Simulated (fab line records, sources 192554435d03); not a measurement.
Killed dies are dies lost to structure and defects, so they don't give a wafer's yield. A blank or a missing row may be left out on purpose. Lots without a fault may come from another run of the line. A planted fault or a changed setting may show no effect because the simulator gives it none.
Split-lot experiment | flow n5_finfet | 7 lots, 21 wafers read, on a route of 1938 steps

THE SPLIT
At N5_MOL_CONTACT_COAG_ETCH_105 (etches SiARC in CF4, target depth 15.6 nm, time 26 s), the setting bias_w was moved away from the recipe's 36 W on 3 of the 21 wafers read, by -5.2% to +10.7%. The other wafers ran this setting at the recipe's value.

The reading is taken at the split's own step.

THE READING
rf_vpp_V, in V, at N5_MOL_CONTACT_COAG_ETCH_105 (etches SiARC in CF4, target depth 15.6 nm, time 26 s). Fault-free wafers of this fab line usually give 184.4 V, standard deviation 1.2 V.

wafer  | tool, chamber at the split | bias_w as run, W | against the recipe | rf_vpp_V, V | against lot-mates on the recipe
L075.1 | rie_diel-03, 3             | 36               | recipe             | 184.2       | -
L075.2 | rie_diel-03, 2             | 36               | recipe             | 183.6       | -
L075.4 | rie_diel-03, 0             | 36               | recipe             | 183.6       | -
L081.1 | rie_diel-03, 0             | 39.87            | +10.7%             | 196.7       | +14.0
L081.3 | rie_diel-03, 3             | 36               | recipe             | 182.3       | -
L081.6 | rie_diel-03, 3             | 36               | recipe             | 183.0       | -
L083.2 | rie_diel-03, 2             | 36               | recipe             | 184.2       | -
L083.5 | rie_diel-03, 2             | 36               | recipe             | 184.4       | -
L083.6 | rie_diel-03, 1             | 36               | recipe             | 186.2       | -
L084.1 | rie_diel-06, 1             | 36               | recipe             | 184.5       | -
L084.2 | rie_diel-06, 2             | 39.55            | +9.9%              | 194.0       | +9.3
L084.4 | rie_diel-06, 2             | 36               | recipe             | 184.8       | -
L085.4 | rie_diel-03, 1             | 36               | recipe             | 184.9       | -
L085.5 | rie_diel-03, 0             | 36               | recipe             | 184.7       | -
L085.6 | rie_diel-03, 1             | 36               | recipe             | 183.3       | -
L089.3 | rie_diel-03, 2             | 36               | recipe             | 183.8       | -
L089.4 | rie_diel-03, 1             | 36               | recipe             | 185.0       | -
L089.5 | rie_diel-03, 1             | 34.12            | -5.2%              | 178.0       | -6.4
L091.1 | rie_diel-06, 3             | 36               | recipe             | 186.9       | -
L091.3 | rie_diel-06, 1             | 36               | recipe             | 183.2       | -
L091.5 | rie_diel-06, 1             | 36               | recipe             | 185.1       | -

THE FIT
A straight line over all 21 wafers: rf_vpp_V changes by +1.09 V for each +1% of bias_w; r = +0.96; the points scatter about the line by 1.1 V.
The same after taking each lot's own level away (the mean of its wafers on the recipe; 21 wafers): +1.15 V for each +1%; r = +0.97; scatter 1 V.
On that fit, the largest move of bias_w shifts the reading by 12 V.
The lots' own levels span 182.65 to 185.07 V, that is 2.0 times the standard deviation above.
So the lot-to-lot level changes the slope little: the two slopes agree.
Check: with one of the wafers moved furthest among these (+10.7%) left out of the fit, the line predicts +10.8 V for it against its lot-mates. It came out at +14 V against them.
Tool readings at the split's step, against how far the setting was moved: rf_vpp_V r = +0.96.

OTHER SPLITS ON THESE WAFERS
These wafers also went through other splits before the reading. Each is held against what the fit with the lots' levels taken away leaves over:
other split on the same wafers        | wafers away from the commonest value | r with rf_vpp_V (lot level and that fit taken away)
N5_SD_EPI_N_DEVELOP_08 develop_time_s | 6                                    | -0.05
N5_HKMG_FIN_COAT_41 spin_rpm          | 9                                    | -0.06
N5_HKMG_FIN_DESCUM_53 time_s          | 9                                    | +0.09
N5_GATE_CUT_DESCUM_18 time_s          | 6                                    | +0.25
N5_GATE_CUT_ETCH_36 cf4_flow_sccm     | 8                                    | -0.14

THE FILE'S OWN FIT
rf_vpp_V changes by +1.16 V for each +1% of bias_w, r = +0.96.
